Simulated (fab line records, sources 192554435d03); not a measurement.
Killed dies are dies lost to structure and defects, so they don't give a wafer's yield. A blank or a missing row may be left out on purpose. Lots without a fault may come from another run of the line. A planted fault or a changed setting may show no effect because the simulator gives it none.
fab line records | flow n5_finfet
record lots=7 wafers=39
route steps=1938 shown FIN_CUT@169 DUMMY_GATE@228 HKMG_FIN@406 MOL_CONTACT_COAG@551 BEOL_M4@1111
start_h: hours from the record's first day to the start of the lot's first wafer shown | wait_h: hours since the lot's step before | " the same as in the row above | L1.1+2: a row that stands for several wafers | - no value, or no start given | * or withheld: withheld | < > ~ a bound
route shown NAME@n: a module of which the file shows steps, and the number in the route of the first | usual: mean/standard deviation of fault-free wafers | same: alike in all rows | chamber/n: place in a boat | sites: the reading at each site | _std_site: their standard deviation | _edge_site: outer sites' mean less inner sites' | radius_mm: how far each site lies from the wafer's centre | mask NAME#n: copy n | behind: the tool/chamber that last shaped the wafer | hold: why the lot was held/for how many hours/how that ended | device: the transistor (n, p or np) that didn't switch | end of line: the same wafers' tests at the end of the route | a step without rows: its recipe alone | killed: dies lost to structure and defects at the first sort, not the wafer's yield | map: a wafer's dies, x killed, . not, _ none there
set.NAME: the setting as run; set.NAME@STEP: as run at that earlier step | model.NAME: the simulator's own value behind a step, which no gauge read
lots whose settings were changed on purpose; a table a step, a row a wafer
## steps
# step N5_FIN_CUT_ETCH_21
# recipe chemistry=N2/H2 target=SOC target_depth_a=2190 overetch_a=438 mask_material=SiARC temp_c=40 ion_energy_ev=100 bias_w=61 time_s=523.5 pressure_mtorr=30 source_w=850 n2_flow_sccm=200 h2_flow_sccm=200
# step N5_FIN_CUT_CUT_ETCH_15
# recipe chemistry=HBr/Cl2/O2 target=Si target_depth_a=1000 bt_time_s=10 mask_material=SOC time_s=42.4 ion_energy_ev=* bias_w=* pressure_mtorr=10 icp_w=800 HBr_flow_sccm=150 Cl2_flow_sccm=80 O2_flow_sccm=12
# step N5_DUMMY_GATE_EXPOSE_12
# recipe mask_id=GATE na=0.33 source_shape=annular sigma_inner=0.2 sigma_outer=0.6 polarization=unpolarized target_cd_nm=25 dose_mj=34
# step N5_HKMG_FIN_ETCH_58
# recipe chemistry=N2/H2 target=SOC target_depth_a=2158 ion_energy_ev=50 bias_w=13 time_s=741 pressure_mtorr=30 source_w=875 n2_flow_sccm=200 h2_flow_sccm=200
# step N5_HKMG_FIN_ETCH_35
# recipe chemistry=N2/H2 target=SOC target_depth_a=2158 ion_energy_ev=65 bias_w=5 source_w=3000 time_s=243.4 pressure_mtorr=30 n2_flow_sccm=200 h2_flow_sccm=200
# step N5_HKMG_FIN_ALD_91
# recipe material=TiN target_thk_a=10 temp_c=400 ald_precursor_family=TiCl4 ald_co_reactant=NH3 pulse_time_s=1 purge_time_s=3 co_reactant_purge_time_s=2 co_reactant_pulse_time_s=2 ald_cycles=47 pressure_torr=3
# step N5_MOL_CONTACT_COAG_SPUTTER_130
# recipe material=Co target_thk_a=475 temp_c=25 chamber_pressure_pa=0.5 power_w=3000
# step N5_MOL_CONTACT_COAG_ALD_27
# recipe material=SiOC target_thk_a=170 temp_c=400 ald_precursor_family=carbosiloxane ald_co_reactant=H2-plasma pulse_time_s=1.5 time_s=2720 purge_time_s=2 co_reactant_purge_time_s=2 ald_cycles=340 pressure_torr=2
# step N5_BEOL_M4_RC_MEAS_101
# usual DIBL_N=35.9/1.3 DIBL_P=35.9/1.5 IOFF_N=0.152/0.023 IOFF_N_85C=3.0/0.37 IOFF_N_LONG=5.52e-05/2e-06 VT_N_LONG=274.9/1.7 VT_N_LVT=98.5/2.9
# columns lot.wafer tool chamber start_h wait_h set.h2_flow_sccm@FIN_CUT_ETCH_21 set.time_s@FIN_CUT_CUT_ETCH_15 set.dose_mj@DUMMY_GATE_EXPOSE_12 set.source_w@HKMG_FIN_ETCH_58 set.source_w@HKMG_FIN_ETCH_35 set.temp_c@HKMG_FIN_ALD_91 set.power_w@MOL_CONTACT_COAG_SPUTTER_130 set.ald_cycles@MOL_CONTACT_COAG_ALD_27 DIBL_N[mV/V] DIBL_P[mV/V] IOFF_N[nA/um] IOFF_N_85C[nA/um] IOFF_N_LONG[nA/um] VT_N_LONG[mV] VT_N_LVT[mV]
L074.1 prober-02 0 180.88 0.0 200 42.4 32.06 735.7 3000 400 3000 340 31.7 30.9 0.085 1.9 5.41e-05 276.2 102.4
L074.2 " 0 " " 200 38.91 34 735.7 3000 400 2685 340 37.0 38.1 0.155 3.1 5.36e-05 273.8 95.6
L074.3 " 0 " " 200 42.4 34 875 2704 392.1 3000 340 37.2 37.3 0.169 3.4 5.94e-05 272.2 93.0
L074.4 " 0 " " 200 38.91 32.06 735.7 2704 392.1 2685 288 31.4 30.9 0.094 2.0 5.84e-05 271.3 99.4
L074.5 " 0 " " 200 38.91 34 875 2704 400 2685 288 36.0 36.2 0.135 2.8 5.36e-05 273.3 98.3
L074.6 " 0 " " 200 42.4 32.06 875 3000 392.1 3000 288 31.9 31.0 0.096 2.1 5.78e-05 273.1 99.5
L075.1 prober-01 0 186.74 0.0 200 37.5 31.5 875 3000 400 3306 340 31.4 30.7 0.114 2.3 5.72e-05 275.9 98.3
L075.2 " 0 " " 204.4 37.5 34 938.8 3174 400 3000 340 36.3 36.8 0.184 3.5 5.76e-05 276.2 94.0
L075.3 " 0 " " 200 42.4 31.5 938.8 3174 400 3306 316 31.7 32.1 0.119 2.4 5.71e-05 274.3 97.0
L075.4 " 0 " " 204.4 42.4 34 938.8 3000 400 3000 340 35.3 35.8 0.163 3.1 5.74e-05 272.5 95.8
L075.5 " 0 " " 200 42.4 34 875 3174 400 3306 316 34.9 36.1 0.159 3.1 5.72e-05 271.2 95.3
L075.6 " 0 " " 204.4 37.5 31.5 875 3000 400 3000 316 31.6 31.7 0.118 2.4 5.64e-05 273.8 96.8
L081.1 prober-02 0 240.07 0.2 200 42.4 34 875 3000 400 3000 340 34.9 35.7 0.133 2.7 5.47e-05 275.2 100.7
L081.3 " 0 " " 200 42.4 34 875 3000 400 3000 340 34.8 33.9 0.126 2.6 5.48e-05 275.4 102.5
L081.6 " 0 " " 200 42.4 34 875 3000 400 3000 340 34.8 34.9 0.130 2.6 5.45e-05 277.8 101.1
L086.1 prober-01 0 249.16 0.0 213.3 42.4 34 875 3000 404.6 3165 340 34.3 33.5 0.144 2.9 5.45e-05 274.6 97.9
L086.2 " 0 " " 200 34.45 34 875 3000 404.6 3000 340 33.1 32.3 0.125 2.6 5.38e-05 275.5 99.6
L086.3 " 0 " " 213.3 42.4 34 875 3313 400 3165 340 34.5 33.5 0.151 3.0 5.63e-05 274.2 96.4
L086.4 " 0 " " 200 42.4 34 875 3000 400 3000 340 35.1 33.7 0.163 3.2 5.78e-05 275.0 95.0
L086.5 " 0 " " 213.3 34.45 34 875 3313 404.6 3000 340 34.8 34.6 0.151 3.0 5.37e-05 275.3 97.2
L086.6 " 0 " " 200 34.45 34 875 3313 400 3165 340 33.1 31.6 0.129 2.7 5.66e-05 272.5 99.2
L087.1 prober-02 0 274.88 0.0 200 42.4 34.84 800.5 2789 400 3000 394 37.7 35.6 0.169 3.2 5.78e-05 271.9 99.5
L087.2 " 0 " " 200 42.4 34.84 875 3000 388.8 3540 340 37.1 35.0 0.182 3.5 6.54e-05 268.9 96.1
L087.3 " 0 " " 200 38.88 34 800.5 3000 388.8 3000 340 35.6 33.3 0.161 3.1 6.66e-05 270.2 98.1
L087.4 " 0 " " 200 38.88 34 875 2789 400 3540 340 36.3 33.2 0.138 2.8 5.87e-05 276.1 102.3
L087.5 " 0 " " 200 42.4 34 875 2789 388.8 3000 394 36.9 34.5 0.177 3.4 6.59e-05 268.2 96.5
L087.6 " 0 " " 200 38.88 34.84 800.5 3000 400 3540 394 39.4 38.0 0.211 3.9 5.76e-05 272.9 96.6
L092.1 prober-02 0 302.23 0.0 200 42.4 34 729.6 3000 393.3 3000 369 34.5 36.0 0.159 3.1 6.1e-05 270.8 97.2
L092.2 " 0 " " 200 47.29 34.72 729.6 3000 400 3213 340 36.2 38.5 0.167 3.2 5.48e-05 274.0 98.4
L092.3 " 0 " " 193.1 47.29 34.72 875 3000 393.3 3000 369 35.0 37.0 0.171 3.3 5.98e-05 271.6 96.5
L092.4 " 0 " " 193.1 42.4 34 729.6 3000 400 3213 369 36.0 37.6 0.170 3.3 5.56e-05 272.9 97.2
L092.5 " 0 " " 193.1 42.4 34.72 875 3000 400 3000 340 36.9 39.1 0.184 3.5 5.59e-05 275.1 97.4
L092.6 " 0 " " 200 47.29 34 875 3000 393.3 3213 340 35.0 36.6 0.162 3.1 5.93e-05 272.6 96.3
L094.1 prober-02 0 305.47 0.0 200 39 34 875 3000 385 3375 340 36.1 36.0 0.205 3.9 6.32e-05 269.3 90.5
L094.2 " 0 " " 200 42.4 34 875 3246 400 3375 340 36.2 36.6 0.164 3.2 5.21e-05 275.6 96.7
L094.3 " 0 " " 200 39 31.41 875 3000 400 3000 340 31.0 31.1 0.099 2.1 5.26e-05 276.0 101.1
L094.4 " 0 " " 200 42.4 34 875 3000 385 3000 340 35.4 35.8 0.190 3.6 6.28e-05 268.2 90.3
L094.5 " 0 " " 200 39 31.41 875 3246 385 3375 340 31.5 31.2 0.137 2.7 6.24e-05 268.9 92.7
L094.6 " 0 " " 200 42.4 31.41 875 3246 400 3000 340 31.7 31.2 0.109 2.3 5.26e-05 275.5 99.4
## key
split step=N5_FIN_CUT_ETCH_21 setting=h2_flow_sccm stated_as=200
response none clear
split step=N5_FIN_CUT_CUT_ETCH_15 setting=time_s stated_as=42.4
response none clear
split step=N5_DUMMY_GATE_EXPOSE_12 setting=dose_mj stated_as=34
response step=N5_BEOL_M4_RC_MEAS_101 reading=DIBL_N slope=+0.61 per=1% together_with=all explained=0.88
response step=N5_BEOL_M4_RC_MEAS_101 reading=DIBL_P slope=+0.74 per=1% together_with=all explained=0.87
response step=N5_BEOL_M4_RC_MEAS_101 reading=IOFF_N_85C slope=+0.139 per=1% together_with=all explained=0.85
response step=N5_BEOL_M4_RC_MEAS_101 reading=IOFF_N slope=+0.00831 per=1% together_with=all explained=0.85
response step=N5_BEOL_M4_RC_MEAS_101 reading=VT_N_LVT slope=-0.501 per=1% together_with=all explained=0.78
split step=N5_HKMG_FIN_ETCH_58 setting=source_w stated_as=875
response none clear
split step=N5_HKMG_FIN_ETCH_35 setting=source_w stated_as=3000
response none clear
split step=N5_HKMG_FIN_ALD_91 setting=temp_c stated_as=400
response step=N5_BEOL_M4_RC_MEAS_101 reading=IOFF_N_LONG slope=-2.74e-06 per=1% together_with=all explained=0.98
response step=N5_BEOL_M4_RC_MEAS_101 reading=VT_N_LONG slope=+1.66 per=1% together_with=all explained=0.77
response step=N5_BEOL_M4_RC_MEAS_101 reading=VT_N_LVT slope=+1.46 per=1% together_with=all explained=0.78
split step=N5_MOL_CONTACT_COAG_SPUTTER_130 setting=power_w stated_as=3000
response none clear
split step=N5_MOL_CONTACT_COAG_ALD_27 setting=ald_cycles stated_as=340
response none clear
